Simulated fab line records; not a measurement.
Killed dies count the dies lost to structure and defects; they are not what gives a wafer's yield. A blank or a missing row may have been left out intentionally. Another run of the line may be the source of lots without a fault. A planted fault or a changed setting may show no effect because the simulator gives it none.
fab line records	flow n5-finfet
[record] lots = 10	wafers = 30	last-day = 19
route steps=1938 shown FIN_CUT@173 STI_FIN_REVEAL@187 PASSIVATION@1936
lots untouched by any fault: they come from a run of this same line in which no faults occurred
start-h: hours from the record's first day to the start of the lot's first wafer shown	wait-h: hours since the lot's step before	" identical to the entry in the row above	L1.1+2: a row that stands for several wafers	- no value, or no start given	* or withheld: withheld	< > ~ a bound
route shown NAME@n: names a module that has steps shown in the file, with the first one's number in the route	usual: the fault-free wafers' mean and standard deviation	same: alike in all rows	chamber/n: place in a boat	sites: readings site by site	_std_site: how widely they spread, as a standard deviation	_edge_site: inner sites' mean taken away from outer sites' mean	radius-mm: how far each site lies from the wafer's centre	mask NAME#n: copy n	behind: tool/chamber where the wafer was last shaped	hold: the reason the lot was held/the length of the hold in hours/how it ended	device: the transistor (n, p or np) that didn't switch	end of line: tests of these same wafers at the route's end	a step without rows: its recipe alone	killed: dies lost to structure and defects at the first sort, not the wafer's yield	map: the dies of a wafer, with x for killed, . for not killed, _ for no die there
set.NAME: setting as actually run; set.NAME@STEP: the setting as run at that earlier step	model.NAME: the simulator's own value behind a step, which no gauge read
the route's steps for a sample of lots (tables are steps, rows are wafers)
services: the hour from which a tool's chamber was out of use, counted from the record's first day as start-h (under 0 if before that day), plus the number of hours and why
[[steps]]
[step N5_FIN_CUT_CUT_ETCH_26]
[recipe] chemistry = CH3F/O2	target = SiNx	target-depth-a = 390	mask-material = SOC	time-s = 55.7	pressure-mtorr = 30	source-w = 395	bias-w = 73	Ar_flow_sccm = 150	CH3F_flow_sccm = 30	O2_flow_sccm = 20	ion-energy-ev = 120
[usual] drypump-motor-current-A = 5.7/0.37	mfc-ar-sccm = 149.9/0.52	oes-product-au = 0.76/0.051	rf-vpp-V = 298/3.8	showerhead-plenum-p-Torr = 1.99/0.059	throttle-valve-pct = 16.55/0.21
lot.wafer	tool	chamber	start-h	wait-h	drypump-motor-current-A	mfc-ar-sccm	oes-product-au	rf-hours-counter-h	rf-vpp-V	showerhead-plenum-p-Torr	throttle-valve-pct
L658.2	rie-diel-03	0	33.64	0.0	5.4	148.7	0.79	135	301	2.02	16.41
L658.3	"	1	"	"	5.9	149.6	0.73	211	304	1.89	16.73
L658.5	"	3	"	"	5.4	149.3	0.77	-	294	2.00	16.67
L659.1	rie-diel-02	0	40.13	0.0	5.7	149.8	0.94	11	298	1.97	15.90
L659.4	"	2	"	"	5.7	150.3	0.75	154	289	2.00	16.62
L659.5	"	3	"	"	5.0	149.5	0.69	-	300	1.91	16.90
L662.2	rie-diel-02	3	59.98	0.0	5.1	149.8	0.69	238	302	1.91	16.92
L662.4	"	1	"	"	5.6	151.6	0.75	149	302	2.08	16.51
L662.6	"	3	"	"	5.0	149.5	0.70	-	301	1.91	16.91
L664.2	rie-diel-03	0	68.66	0.0	5.4	149.2	0.78	144	302	2.01	16.41
L664.3	"	1	"	"	5.9	150.0	0.72	221	302	1.89	16.74
L664.5	"	2	"	"	5.4	150.3	0.80	-	296	2.00	16.56
L666.2	rie-diel-03	3	81.67	0.0	5.5	149.4	0.76	166	293	2.00	16.70
L666.3	"	2	"	"	5.3	150.5	0.79	112	296	2.00	16.56
L666.5	"	2	"	"	5.4	150.6	0.80	-	295	2.00	16.57
L668.2	rie-diel-02	3	96.70	0.0	5.0	149.8	0.68	249	301	1.90	16.93
L668.3	"	1	"	"	5.6	148.9	0.73	160	301	2.08	16.53
L668.6	"	1	"	"	5.6	149.4	0.75	-	301	2.08	16.53
L676.1	rie-diel-03	2	142.79	0.0	5.3	149.6	0.77	132	295	2.00	16.61
L676.2	"	3	"	"	5.5	150.2	0.75	184	293	1.99	16.72
L676.4	"	1	"	"	5.9	149.9	0.70	244	302	1.88	16.76
L677.1	rie-diel-01	1	147.90	0.0	6.1	149.9	0.75	174	297	1.99	16.61
L677.2	"	0	"	"	5.7	149.5	0.73	177	297	2.00	16.63
L677.3	"	3	"	"	6.4	150.0	0.74	173	299	1.90	16.40
L679.3	rie-diel-01	0	161.37	0.0	5.7	149.3	0.73	182	297	2.00	16.62
L679.5	"	2	"	"	5.5	150.5	0.74	-	297	2.06	16.66
L679.6	"	3	"	"	6.5	149.2	0.74	-	300	1.90	16.41
L680.1	rie-diel-03	0	165.93	0.0	5.4	150.2	0.75	175	301	2.00	16.48
L680.5	"	3	"	"	5.5	149.4	0.75	-	294	1.99	16.74
L680.6	"	2	"	"	5.3	150.8	0.77	-	294	1.99	16.63
[step N5_STI_FIN_REVEAL_CMP_04]
[recipe] stop-on = Si3N4	t-overpolish-s = 4	down-force-psi = 2	platen-rpm = 54.18	post-cmp-clean = alkaline-brush	pad-velocity-m-s = 1.078	target-thk-nm = 131.83
[usual] edge-zone-pressure-frac = 1.000/0.0048	head-pressure-psi = 2.001/0.0041	motor-current-A = 8.1/1.1	overpolish-run-s = 4.001/0.0095	slurry-filter-dp-kPa = 13.51/0.13	time-to-endpoint-s = 106/5.9
lot.wafer	tool	chamber	start-h	wait-h	edge-zone-pressure-frac	head-pressure-psi	motor-current-A	overpolish-run-s	slurry-filter-dp-kPa	time-to-endpoint-s
L658.3	cmp-03	1	39.89	0.1	0.998	1.997	7.8	3.994	13.39	103
L658.2	"	2	"	"	0.996	2.005	8.2	4.013	13.77	106
L658.5	"	3	"	"	0.995	2.004	6.8	4.004	13.40	106
L659.4	cmp-04	0	46.37	0.1	1.001	2.009	7.0	3.992	13.48	117
L659.1	"	1	"	"	1.013	1.999	8.2	4.003	13.46	114
L659.5	"	0	"	"	1.001	2.003	6.7	4.003	13.51	115
L662.4	cmp-03	2	66.82	0.0	0.997	1.996	8.3	3.999	13.57	106
L662.2	"	3	"	"	0.999	1.991	6.6	4.013	13.77	103
L662.6	"	3	"	"	1.001	2.000	6.5	3.998	13.49	109
L664.3	cmp-03	1	74.29	0.1	1.012	1.996	7.8	4.018	13.55	101
L664.2	"	3	"	"	0.999	1.996	6.8	3.996	13.45	104
L664.5	"	1	"	"	1.011	1.994	8.4	3.992	13.66	103
L666.2	cmp-02	1	87.36	0.1	0.997	2.004	6.5	4.001	13.54	110
L666.3	"	3	"	"	0.997	1.999	8.2	3.994	13.32	109
L666.5	"	0	"	"	1.001	2.010	8.4	4.004	13.45	111
L668.2	cmp-04	2	102.40	0.0	1.005	2.002	7.6	4.011	13.43	102
L668.3	"	0	"	"	1.005	2.001	7.0	3.989	13.40	102
L668.6	"	3	"	"	1.003	2.002	8.9	4.004	13.70	103
L676.1	cmp-03	0	148.47	0.1	1.009	1.999	10.8	4.011	13.46	104
L676.4	"	2	"	"	1.007	2.005	8.2	4.004	13.53	111
L676.2	"	3	"	"	0.996	2.004	6.3	4.008	13.39	111
L677.1	cmp-03	1	153.53	0.0	1.004	2.000	8.2	3.996	13.50	112
L677.2	"	2	"	"	1.001	2.002	8.5	3.986	13.34	110
L677.3	"	0	"	"	0.991	2.003	11.0	3.984	13.69	111
L679.3	cmp-02	0	167.08	0.0	1.004	1.999	8.4	4.006	13.44	100
L679.5	"	0	"	"	1.003	2.007	8.4	3.995	13.62	105
L679.6	"	1	"	"	0.998	1.994	6.8	4.000	13.32	105
L680.1	cmp-04	0	171.65	0.1	1.001	1.993	7.2	4.003	13.55	101
L680.5	"	1	"	"	1.002	2.004	8.4	3.995	13.37	105
L680.6	"	2	"	"	1.004	2.002	7.9	4.004	13.45	99
[step N5_STI_FIN_REVEAL_DENSIFY_30]
[recipe] temp-c = *	time-s = *	ambient = N2	idle-temp-c = 600	ramp-up-c-per-s = 150	ramp-down-c-per-s = 60	cool-to-c = 600
[usual] lamp-power-pct = 11.53/0.055	lamp_zone_3_pct = 11.528/0.02	wafer_temp_C_max = *
lot.wafer	tool	chamber	start-h	wait-h	lamp-power-pct	lamp_zone_3_pct	wafer_temp_C_max
L658.2	rtp-anneal-01	0	40.17	0.1	11.42	11.526	*
L658.3	"	0	"	"	11.60	11.556	*
L658.5	"	0	"	"	11.59	11.525	*
L659.1	rtp-anneal-01	0	46.71	0.1	11.52	11.504	*
L659.4	"	0	"	"	11.58	11.535	*
L659.5	"	0	"	"	11.49	11.508	*
L662.2	rtp-anneal-01	0	67.17	0.1	11.59	11.534	*
L662.4	"	0	"	"	11.48	11.541	*
L662.6	"	0	"	"	11.51	11.528	*
L664.2	rtp-anneal-02	0	74.61	0.1	11.47	11.538	*
L664.3	"	0	"	"	11.63	11.531	*
L664.5	"	0	"	"	11.49	11.534	*
L666.2	rtp-anneal-02	0	87.67	0.1	11.62	11.526	*
L666.3	"	0	"	"	11.54	11.512	*
L666.5	"	0	"	"	11.58	11.501	*
L668.2	rtp-anneal-02	0	102.76	0.1	11.55	11.519	*
L668.3	"	0	"	"	11.52	11.516	*
L668.6	"	0	"	"	11.53	11.559	*
L676.1	rtp-anneal-01	0	148.79	0.0	11.49	11.525	*
L676.2	"	0	"	"	11.47	11.571	*
L676.4	"	0	"	"	11.49	11.519	*
L677.1	rtp-anneal-01	0	153.91	0.1	11.55	11.521	*
L677.2	"	0	"	"	11.42	11.523	*
L677.3	"	0	"	"	11.53	11.505	*
L679.3	rtp-anneal-02	0	167.46	0.1	11.51	11.509	*
L679.5	"	0	"	"	11.52	11.509	*
L679.6	"	0	"	"	11.48	11.526	*
L680.1	rtp-anneal-02	0	171.86	0.0	11.56	11.502	*
L680.5	"	0	"	"	11.43	11.507	*
L680.6	"	0	"	"	11.64	11.542	*
[step N5_STI_FIN_REVEAL_OXIDATION_31]
[recipe] chemistry = O2_PLASMA_REMOTE	temp-c = 150	time-s = 20	pressure-mtorr = 1000	source-power-w = 2000	o2-flow-sccm = 3000
[usual] chamber-pressure-mTorr = 1000.1/0.9	drypump-motor-current-A = 5.43/0.12	heater-power-w = 144/4.3	temp-c = 149.98/0.14	temp-c-max = 150.53/0.21
lot.wafer	tool	chamber	start-h	wait-h	chamber-pressure-mTorr	drypump-motor-current-A	heater-power-w	rf-hours-counter-h	temp-c	temp-c-max
L658.2	plasma-asher-01	0	43.21	0.3	1000.0	5.63	143	28	150.06	150.49
L658.3	"	1	"	"	999.3	5.28	136	-	149.76	150.71
L658.5	"	1	"	"	1001.6	5.27	138	-	149.88	150.60
L659.1	plasma-asher-01	0	49.61	0.0	1001.2	5.59	146	31	150.02	150.77
L659.4	"	1	"	"	999.8	5.27	141	-	149.84	150.58
L659.5	"	1	"	"	1000.0	5.28	136	-	150.10	150.87
L662.2	plasma-asher-02	1	69.84	0.0	1000.1	5.39	147	80	150.34	150.70
L662.4	"	1	"	"	1001.0	5.39	144	-	150.24	150.69
L662.6	"	1	"	"	1001.6	5.40	144	-	150.23	150.73
L664.2	plasma-asher-02	1	77.19	0.0	1001.6	5.38	146	82	149.86	150.25
L664.3	"	0	"	"	999.4	5.45	149	-	149.99	150.29
L664.5	"	0	"	"	1000.2	5.44	145	-	149.89	150.28
L666.2	plasma-asher-01	1	90.30	0.0	1000.4	5.28	139	39	150.12	151.02
L666.3	"	0	"	"	1000.4	5.61	139	-	150.09	150.76
L666.5	"	0	"	"	1000.9	5.61	145	-	150.08	150.62
L668.2	plasma-asher-01	0	105.37	0.0	1000.4	5.59	147	42	149.98	150.67
L668.3	"	0	"	"	1001.2	5.58	142	-	150.10	150.68
L668.6	"	0	"	"	998.8	5.60	146	-	149.96	150.61
L676.1	plasma-asher-01	0	151.40	0.0	-	-	-	-	-	-
L676.2	"	1	"	"	-	-	-	-	-	-
L676.4	"	1	"	"	-	-	-	-	-	-
L677.1	plasma-asher-01	0	157.22	0.0	-	-	-	-	-	-
L677.2	"	1	"	"	-	-	-	-	-	-
L677.3	"	1	"	"	-	-	-	-	-	-
L679.3	plasma-asher-01	0	170.29	0.1	999.9	5.61	145	-	149.89	150.52
L679.5	"	0	"	"	999.8	5.60	147	-	150.15	150.76
L679.6	"	1	"	"	999.2	5.27	136	-	149.89	150.90
L680.1	plasma-asher-02	1	174.54	0.0	999.6	5.39	144	105	149.93	150.32
L680.5	"	1	"	"	1001.4	5.39	148	-	150.08	150.48
L680.6	"	0	"	"	999.0	5.41	147	-	150.15	150.54
[step N5_STI_FIN_REVEAL_CD_MEAS_22]
[recipe] target-cd-nm = 6.238	pitch-nm = 28	polarity = line
[usual] cd-nm = 6.23/0.24
lot.wafer	tool	chamber	start-h	wait-h	cd-nm
L658.2	cd-sem-03	-	43.73	0.0	6.01
L658.3	"	-	"	"	6.28
L658.5	"	-	"	"	5.59
L659.1	cd-sem-03	-	50.16	0.0	5.78
L659.4	"	-	"	"	6.04
L659.5	"	-	"	"	6.33
L662.2	cd-sem-03	-	70.40	0.0	6.26
L662.4	"	-	"	"	6.33
L662.6	"	-	"	"	6.29
L664.2	cd-sem-01	-	77.71	0.0	6.29
L664.3	"	-	"	"	6.18
L664.5	"	-	"	"	6.75
L666.2	cd-sem-01	-	90.82	0.0	5.77
L666.3	"	-	"	"	6.40
L666.5	"	-	"	"	6.38
L668.2	cd-sem-01	-	105.89	0.0	6.12
L668.3	"	-	"	"	6.01
L668.6	"	-	"	"	6.08
L676.1	cd-sem-01	-	151.92	0.0	7.05
L676.2	"	-	"	"	7.65
L676.4	"	-	"	"	6.74
L677.1	cd-sem-01	-	157.73	0.0	6.95
L677.2	"	-	"	"	7.63
L677.3	"	-	"	"	7.13
L679.3	cd-sem-02	-	170.87	0.0	6.30
L679.5	"	-	"	"	6.34
L679.6	"	-	"	"	6.31
L680.1	cd-sem-03	-	175.06	0.0	6.16
L680.5	"	-	"	"	5.98
L680.6	"	-	"	"	6.28
[step N5_PASSIVATION_PROBE_49]
[usual] killed_at_M0_to_M3 = 36/11	killed_at_M4_up = 14/5.2	killed-at-contacts = 12/6.1	killed-at-front-end = 40/12	killed-at-other = 3.2/2.5	killed-dies = 105/16	killed-open = 68/12	killed-short = 35/8.7
[same] gross-dies = 1180	killed-at-back-side = 0
lot.wafer	tool	chamber	start-h	wait-h	killed_at_M0_to_M3	killed_at_M4_up	killed-at-contacts	killed-at-front-end	killed-at-other	killed-dies	killed-open	killed-short
L666.2	prober-01	-	355.28	0.1	9	18	5	40	2	74	39	28
L666.3	prober-01	-	355.33	0.1	28	11	11	28	2	80	53	24
L666.5	prober-01	-	355.43	0.2	21	4	16	43	5	89	53	30
L668.2	prober-01	-	362.97	0.1	23	22	17	45	9	116	69	39
L668.3	prober-01	-	363.02	0.1	25	11	15	54	1	106	61	38
L668.6	prober-01	-	363.17	0.3	24	16	26	39	0	105	66	32
// killed by level:class
L666.2 FIN_SAQP:geometric-particle:short=8 FIN_SAQP:geometric-particle:open=8 BEOL_M4:geometric-particle:short=8 STI_FIN_REVEAL:geometric-particle:open=4 DUMMY_GATE:geometric-particle:open=4 DUMMY_GATE:geometric-particle:short=4 MOL_CONTACT_COAG:geometric-particle:open=4 BEOL_M4:geometric-particle:open=4
L666.3 MOL_CONTACT_COAG:geometric-particle:open=11 FIN_SAQP:geometric-particle:open=8 BEOL_M0_SAQP:geometric-particle:short=7 BEOL_M2:geometric-particle:open=6 FIN_SAQP:geometric-particle:short=5 BEOL_M1:geometric-particle:open=5 BEOL_M0_SAQP:geometric-particle:open=3 BEOL_M3:geometric-particle:open=3
L666.5 MOL_CONTACT_COAG:geometric-particle:open=15 FIN_SAQP:geometric-particle:short=9 STI_FIN_REVEAL:geometric-particle:open=6 DUMMY_GATE:geometric-particle:open=4 BEOL_M0:geometric-particle:open=4 BEOL_M3:geometric-particle:open=4 HKMG_FIN:area-etch=4 STI_FIN_REVEAL:geometric-particle:short=3
L668.2 BEOL_M4:geometric-particle:open=13 MOL_CONTACT_COAG:geometric-particle:open=13 FIN_SAQP:geometric-particle:short=9 DUMMY_GATE:geometric-particle:open=6 BEOL_M3:geometric-particle:open=6 PAD_METAL:geometric-particle:short=5 MOL_CONTACT_COAG:geometric-particle:short=4 BEOL_M0_SAQP:geometric-particle:open=4
L668.3 FIN_SAQP:geometric-particle:short=19 MOL_CONTACT_COAG:geometric-particle:open=14 BEOL_M3:geometric-particle:open=13 FIN_SAQP:geometric-particle:open=9 GATE_CUT:geometric-particle:short=5 BEOL_M4:geometric-particle:open=5 HKMG_FIN:area-etch=5 BEOL_M0_SAQP:geometric-particle:open=4
L668.6 MOL_CONTACT_COAG:geometric-particle:open=20 BEOL_M0_SAQP:geometric-particle:short=7 BEOL_M4:geometric-particle:open=7 HKMG_FIN:area-etch=7 FIN_SAQP:geometric-particle:short=6 MOL_CONTACT_COAG:geometric-particle:short=6 BEOL_M3:geometric-particle:open=6 STI_FIN_REVEAL:geometric-particle:open=5
[[services]]
tool	chamber	start-h	hours	kind
rie-diel-01	-	17.80	4.0	pm
cmp-02	-	29.27	3.0	pm
rie-diel-03	3	40.81	3.0	repair
plasma-asher-02	-	41.10	2.8	pm
rie-diel-01	1	60.30	3.8	repair
cmp-04	-	62.63	4.0	pm
rie-diel-03	2	73.79	3.4	repair
plasma-asher-01	-	79.42	4.2	repair
cmp-04	-	79.78	5.6	pm
rie-diel-02	2	88.89	6.0	repair
cmp-03	-	91.35	1.0	repair
rie-diel-03	0	96.09	2.1	repair
cmp-02	-	110.64	4.0	pm
rie-diel-03	1	123.37	2.8	repair
rie-diel-01	1	129.06	5.2	repair
plasma-asher-01	-	129.65	14.6	pm
cmp-02	-	132.78	1.0	repair
rie-diel-01	1	149.61	2.3	repair
rie-diel-01	2	150.61	2.8	repair
rtp-anneal-02	-	161.36	4.3	pm
rie-diel-03	1	161.54	-	clean
rie-diel-03	1	161.54	-	consumable-replace:focus-ring
rie-diel-03	1	161.54	-	consumable-replace:showerhead
cmp-03	-	173.24	4.4	repair
[[key]]
[first-sign] step = N5_STI_FIN_REVEAL_OXIDATION_31	reading = tool-record	direction = missing
[effect] step = N5_STI_FIN_REVEAL_CD_MEAS_22	reading = cd-nm	direction = up	sigmas = 4	usual = 6.23	struck = 7.19
met-at N5_STI_FIN_REVEAL_OXIDATION_31
struck-lots L676,L677
rows-end L676.2
tester-left-out L676,L677
not-acting-at N5_FIN_CUT_CUT_ETCH_26,N5_STI_FIN_REVEAL_CMP_04,N5_STI_FIN_REVEAL_DENSIFY_30
onset-between 105.37 151.40
[fault] kind = skipped-step-whole	tool = plasma-asher-01	chamber = -	onset-h = 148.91	steps = N5_STI_FIN_REVEAL_OXIDATION_31	scope = struck-lots-only
// tester-left-out: of these lots the tester's yield and bins aren't shown, on N5 and GAA mostly nor the transistor test; their killed dies are dies lost to structure and defects alone, not to doping, threshold or leakage, so they don't give the yield
// rows-end: these wafers met a further fault down the route, and their rows from its step on are left out
